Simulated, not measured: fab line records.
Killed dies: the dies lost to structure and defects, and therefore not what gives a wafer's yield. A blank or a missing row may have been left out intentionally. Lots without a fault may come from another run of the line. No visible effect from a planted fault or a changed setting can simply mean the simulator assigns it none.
A struck lot beside a sound one / flow n5 finfet / 16 out of 1938 route steps
Sound: the wafers L483.2, L483.5, L483.6. Struck: wafers L480.1, L480.2, L480.6. The cause is named last.
For every step that has rows: the tool of each side, followed by ch and its chambers, followed by its first start. Under that, the readings that differ: sound wafers / struck wafers / difference of the means / sigmas: that difference in standard deviations of wafers without a fault.
alike: same words and numbers on both sides, and readings whose means sit less than 2 such deviations apart. not compared: any withheld reading, any reading some wafer has no value for, any bound like >300 that may hide the same value, and any number with overlapping values for which the record gives no deviation.
A row with sigmas, a row that says differs or no value, or rows on one side alone: a step with any of these is where the two part. When numbers do not overlap yet have no deviation, they are printed without sigmas and do not part them. Lack of a reading on every wafer of one side parts them only where that side has two or more wafers.

first, 4 steps without rows for these wafers: N5_SD_EPI_N_WET_ETCH_43 (etches SiO2 in dHF, time 14 s, target depth 1.5 nm); N5_SD_EPI_N_STRIP_18 (strips in SPM, time 750 s); N5_SD_EPI_N_SRD_20 (time 30 s); N5_SD_EPI_N_PRECLEAN_48 (cleans in NF3:NH3, afs cycles 2, time 20 s, sublimation time 60 s).
N5_SD_EPI_N_VAPOR_ETCH_50: etches Si in HCl, time 54 s.
  sound on epi rpcvd-02 ch 0, day 6 21:04; struck on epi rpcvd-02 ch 0, day 6 04:15
  alike: throttle valve pct
then, 1 step without rows for these wafers: N5_SD_EPI_N_EPI_21 (deposits Si:P, time 690 s).
N5_SD_EPI_N_EPI_MEAS_23:
  struck on film metro-01, day 6 06:08; sound on film metro-02, day 6 22:56
  alike: thk nm
then, 3 steps without rows for these wafers: N5_SD_EPI_N_PRECLEAN_24 (cleans in O3/DIW, time 60 s); N5_SD_EPI_N_SRD_25 (time 30 s); N5_SD_EPI_N_PRECLEAN_49 (cleans in NF3:NH3, afs cycles 1, time 20 s, sublimation time 60 s).
N5_SD_EPI_N_LINER_46: material SiNx, target thk 3 nm.
  sound on ald sin-02 ch 0,3, day 6 23:26; struck on ald sin-02 ch 1,2,3, day 6 06:27
  alike: heater power w
N5_SD_EPI_N_INSPECT_26: inspects for defects (darkfield).
  struck on defect inspect-02, day 6 06:42; sound on defect inspect-01, day 6 23:41
  alike: raw defect count
N5_SD_EPI_P_COAT_34: time 60 s, resist thk 350 nm.
  sound on litho track-03 ch 0, day 6 23:43; struck on litho track-04 ch 0, day 6 06:44
reading=spin speed rpm (rpm); sound=1500.9 1499.8 1501.0; struck=1534.9 1534.4 1535.3; difference=+34.3; sigmas=+42
reading=model.SOC_of_SD_EPI_P_COAT_34.thk nm (nm); sound=350 351.2 349.8; struck=348 347.6 348.2; difference=-2; sigmas=
  alike: chill plate temp C, dispense pressure kPa
then, 1 step without rows for these wafers: N5_SD_EPI_P_COAT_35 (time 60 s, resist thk 35 nm).
-- the record jumps here: 6 days lie between the struck wafers' starts before and after (it left off in module SD_EPI_P and takes up again in module BEOL_M4, whose first step shown is number 1111 of the route) --
N5_BEOL_M4_RC_MEAS_101:
  sound on prober-02 ch 0, day 12 06:02; struck on prober-01 ch 0, day 11 22:24
  alike: DIBL_N, DIBL_P, IOFF_N, IOFF_P, ION_N, ION_P, SS_N, SS_P, VT_N, VT_P
then, 1 step without rows for these wafers: N5_PASSIVATION_PROBE_49.

## WHERE THEY PART
Within this record, at N5_SD_EPI_P_COAT_34 only. Later steps at which nothing parts them and some readings are alike: N5_BEOL_M4_RC_MEAS_101.

WHY: whatever the simulator had introduced
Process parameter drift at N5_SD_EPI_P_COAT_34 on litho track-04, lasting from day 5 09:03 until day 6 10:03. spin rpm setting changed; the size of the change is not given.
